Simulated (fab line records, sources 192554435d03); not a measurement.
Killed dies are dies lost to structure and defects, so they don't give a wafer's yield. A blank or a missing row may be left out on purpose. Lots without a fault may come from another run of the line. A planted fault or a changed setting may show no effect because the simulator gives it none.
Split-lot experiment | flow n5_finfet | 7 lots, 21 wafers read, on a route of 1938 steps

THE SPLIT
At N5_DUMMY_GATE_COAT_34 (time 60 s, resist thk 60 nm), the setting spin_rpm was moved away from the recipe's 1500 rpm on 11 of the 21 wafers read, by -10.6% to +11.1%. The other wafers ran this setting at the recipe's value.

FROM THE SPLIT TO THE READING: what the file shows between them, 6 steps
- N5_DUMMY_GATE_COAT_09: resist thk 30 nm (also split here: spin_rpm)
- N5_DUMMY_GATE_EBR_11
- N5_DUMMY_GATE_SOFTBAKE_10: time 60 s
- N5_DUMMY_GATE_DESCUM_20: chemistry O2, time 6.2 s
- N5_DUMMY_GATE_ETCH_29: etches underlayer in N2/H2, target depth 13 nm
- N5_DUMMY_GATE_ETCH_36: etches SiARC in CF4, target depth 13 nm

THE READING
etch.depth_nm (the simulator's own value, which no gauge read), in nm, at N5_DUMMY_GATE_ETCH_37 (etches SOC in N2/H2, target depth 60 nm, overetch 30 nm). The file gives no usual value for it. The 10 wafers here that ran the recipe average 59.98 nm, standard deviation 0.13 nm.

wafer  | tool, chamber at the split | spin_rpm as run, rpm | against the recipe | etch.depth_nm, nm | against lot-mates on the recipe
L074.1 | litho_track-02, 0          | 1500                 | recipe             | 59.83             | -
L074.2 | litho_track-02, 0          | 1566                 | +4.4%              | 58.6              | -1.23
L074.3 | litho_track-02, 0          | 1566                 | +4.4%              | 58.4              | -1.43
L077.3 | litho_track-02, 0          | 1560                 | +4.0%              | 58.7              | -1.33
L077.4 | litho_track-02, 0          | 1560                 | +4.0%              | 58.9              | -1.13
L077.5 | litho_track-02, 0          | 1500                 | recipe             | 60.03             | -
L078.2 | litho_track-02, 0          | 1500                 | recipe             | 60.06             | -
L078.4 | litho_track-02, 0          | 1666                 | +11.1%             | 57.07             | -2.99
L078.5 | litho_track-02, 0          | 1666                 | +11.1%             | 56.91             | -3.15
L081.3 | litho_track-03, 0          | 1500                 | recipe             | 60.13             | -
L081.4 | litho_track-03, 0          | 1500                 | recipe             | 59.99             | -
L081.5 | litho_track-03, 0          | 1341                 | -10.6%             | 63.42             | +3.36
L084.1 | litho_track-04, 0          | 1500                 | recipe             | 59.8              | -
L084.4 | litho_track-04, 0          | 1500                 | recipe             | 60.11             | -
L084.5 | litho_track-04, 0          | 1500                 | recipe             | 59.97             | -
L087.1 | litho_track-04, 0          | 1558                 | +3.9%              | 59.01             | -1.09
L087.3 | litho_track-04, 0          | 1558                 | +3.9%              | 59.03             | -1.07
L087.4 | litho_track-04, 0          | 1500                 | recipe             | 60.1              | -
L094.3 | litho_track-03, 0          | 1662                 | +10.8%             | 56.75             | -3.03
L094.4 | litho_track-03, 0          | 1662                 | +10.8%             | 56.98             | -2.80
L094.6 | litho_track-03, 0          | 1500                 | recipe             | 59.78             | -

THE FIT
A straight line over all 21 wafers: etch.depth_nm changes by -0.292 nm for each +1% of spin_rpm; r = -0.99; the points scatter about the line by 0.17 nm.
The same after taking each lot's own level away (the mean of its wafers on the recipe; 21 wafers): -0.287 nm for each +1%; r = -1.00; scatter 0.13 nm.
On that fit, the largest move of spin_rpm shifts the reading by 3.2 nm.
The lots' own levels span 59.780 to 60.100 nm, that is 2.5 times the standard deviation above.
So the lot-to-lot level changes the slope little: the two slopes agree.
Check: with one of the wafers moved furthest among these (+11.1%) left out of the fit, the line predicts -3.18 nm for it against its lot-mates. It came out at -2.99 nm against them.

OTHER SPLITS ON THESE WAFERS
These wafers also went through other splits before the reading. Each is held against what the fit with the lots' levels taken away leaves over:
other split on the same wafers            | wafers away from the commonest value | r with etch.depth_nm (lot level and that fit taken away)
N5_PMOS_HMC_CHANNEL_EPI_EXPOSE_06 dose_mj | 2                                    | -0.05
N5_PMOS_HMC_CHANNEL_EPI_PEB_07 peb_temp_c | 9                                    | +0.30
N5_FIN_CUT_ETCH_21 time_s                 | 3                                    | -0.01
N5_DUMMY_GATE_COAT_09 spin_rpm            | 7                                    | +0.36

THE WHOLE CHAIN: every reading that the file lists as answering this split, in the file's order
step                  | what it does                                            | reading                                                                           | change (the file's fit)               | r (the file's)
N5_DUMMY_GATE_COAT_34 | time 60 s, resist thk 60 nm                             | SOC_of_DUMMY_GATE_COAT_34.thk_nm (the simulator's own value, which no gauge read) | -0.283 nm for each +1% of the setting | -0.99
N5_DUMMY_GATE_ETCH_37 | etches SOC in N2/H2, target depth 60 nm, overetch 30 nm | etch.depth_nm (the simulator's own value, which no gauge read)                    | -0.289 nm for each +1% of the setting | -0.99

THE FILE'S OWN FIT
etch.depth_nm changes by -0.289 nm for each +1% of spin_rpm, r = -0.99.
